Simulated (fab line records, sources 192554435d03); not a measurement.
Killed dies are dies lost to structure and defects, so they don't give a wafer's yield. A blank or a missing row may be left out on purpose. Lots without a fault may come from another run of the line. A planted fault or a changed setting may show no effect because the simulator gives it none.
Split-lot experiment | flow n5_finfet | 7 lots, 39 wafers read, on a route of 1938 steps

THE SPLIT
At N5_WELL_APT_IMPLANT_31, the setting energy_kev was moved away from the recipe's 60 on 12 of the 39 wafers read, by -10.0% to +7.3%. The other wafers ran this setting at the recipe's value.

The reading is taken at the split's own step.

THE READING
implant.drp_nm (the simulator's own value, which no gauge read), in nm, at N5_WELL_APT_IMPLANT_31. The file gives no usual value for it.

wafer  | tool, chamber at the split | energy_kev as run | against the recipe | implant.drp_nm, nm | against lot-mates on the recipe
L074.1 | implanter-01, 0            | 60                | recipe             | 64.53              | -
L074.3 | implanter-01, 0            | 60                | recipe             | 64.53              | -
L074.6 | implanter-01, 0            | 60                | recipe             | 64.53              | -
L074.2 | implanter-01, 0            | 54.02             | -10.0%             | 60.98              | -3.55
L074.4 | implanter-01, 0            | 54.02             | -10.0%             | 60.98              | -3.55
L074.5 | implanter-01, 0            | 54.02             | -10.0%             | 60.98              | -3.55
L076.1 | implanter-01, 0            | 60                | recipe             | 64.53              | -
L076.2 | implanter-01, 0            | 60                | recipe             | 64.53              | -
L076.3 | implanter-01, 0            | 60                | recipe             | 64.53              | -
L076.4 | implanter-01, 0            | 60                | recipe             | 64.53              | -
L076.5 | implanter-01, 0            | 60                | recipe             | 64.53              | -
L076.6 | implanter-01, 0            | 60                | recipe             | 64.53              | -
L090.1 | implanter-02, 0            | 64.38             | +7.3%              | 66.94              | +2.41
L090.4 | implanter-02, 0            | 64.38             | +7.3%              | 66.94              | +2.41
L090.6 | implanter-02, 0            | 64.38             | +7.3%              | 66.94              | +2.41
L090.2 | implanter-02, 0            | 60                | recipe             | 64.53              | -
L090.3 | implanter-02, 0            | 60                | recipe             | 64.53              | -
L090.5 | implanter-02, 0            | 60                | recipe             | 64.53              | -
L091.1 | implanter-01, 0            | 60                | recipe             | 64.53              | -
L091.2 | implanter-01, 0            | 60                | recipe             | 64.53              | -
L091.3 | implanter-01, 0            | 60                | recipe             | 64.53              | -
L091.4 | implanter-01, 0            | 60                | recipe             | 64.53              | -
L091.5 | implanter-01, 0            | 60                | recipe             | 64.53              | -
L091.6 | implanter-01, 0            | 60                | recipe             | 64.53              | -
L092.1 | implanter-02, 0            | 60                | recipe             | 64.53              | -
L092.4 | implanter-02, 0            | 60                | recipe             | 64.53              | -
L092.5 | implanter-02, 0            | 60                | recipe             | 64.53              | -
L092.2 | implanter-02, 0            | 56.96             | -5.1%              | 62.76              | -1.77
L092.3 | implanter-02, 0            | 56.96             | -5.1%              | 62.76              | -1.77
L092.6 | implanter-02, 0            | 56.96             | -5.1%              | 62.76              | -1.77
L093.1 | implanter-01, 0            | 55.74             | -7.1%              | 62.03              | -2.50
L093.2 | implanter-01, 0            | 55.74             | -7.1%              | 62.03              | -2.50
L093.6 | implanter-01, 0            | 55.74             | -7.1%              | 62.03              | -2.50
L093.3 | implanter-01, 0            | 60                | recipe             | 64.53              | -
L093.4 | implanter-01, 0            | 60                | recipe             | 64.53              | -
L093.5 | implanter-01, 0            | 60                | recipe             | 64.53              | -
L095.2 | implanter-01, 0            | 60                | recipe             | 64.53              | -
L095.5 | implanter-01, 0            | 60                | recipe             | 64.53              | -
L095.6 | implanter-01, 0            | 60                | recipe             | 64.53              | -

THE FIT
A straight line over all 39 wafers: implant.drp_nm changes by +0.347 nm for each +1% of energy_kev; r = +1.00; the points scatter about the line by 0.04 nm.
The same after taking each lot's own level away (the mean of its wafers on the recipe; 39 wafers): +0.347 nm for each +1%; r = +1.00; scatter 0.04 nm.
On that fit, the largest move of energy_kev shifts the reading by 3.5 nm.
The lots' own levels span 64.530 to 64.530 nm.
So the lot-to-lot level changes the slope little: the two slopes agree.
Check: with one of the wafers moved furthest among these (-10.0%) left out of the fit, the line predicts -3.47 nm for it against its lot-mates. It came out at -3.55 nm against them.

OTHER SPLITS ON THESE WAFERS
These wafers also went through other splits before the reading. Each is held against what the fit with the lots' levels taken away leaves over:
other split on the same wafers      | wafers away from the commonest value | r with implant.drp_nm (lot level and that fit taken away)
N5_ZERO_LAYER_PECVD_02 target_thk_a | 15                                   | +0.19

THE WHOLE CHAIN: every reading that the file lists as answering this split, in the file's order
step                   | what it does | reading                                                         | change (the file's fit)               | r (the file's)
N5_WELL_APT_IMPLANT_31 |              | implant.rp_nm (the simulator's own value, which no gauge read)  | +1.96 nm for each +1% of the setting  | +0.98
N5_WELL_APT_IMPLANT_31 |              | implant.drp_nm (the simulator's own value, which no gauge read) | +0.348 nm for each +1% of the setting | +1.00

THE FILE'S OWN FIT
implant.drp_nm changes by +0.348 nm for each +1% of energy_kev, r = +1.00.
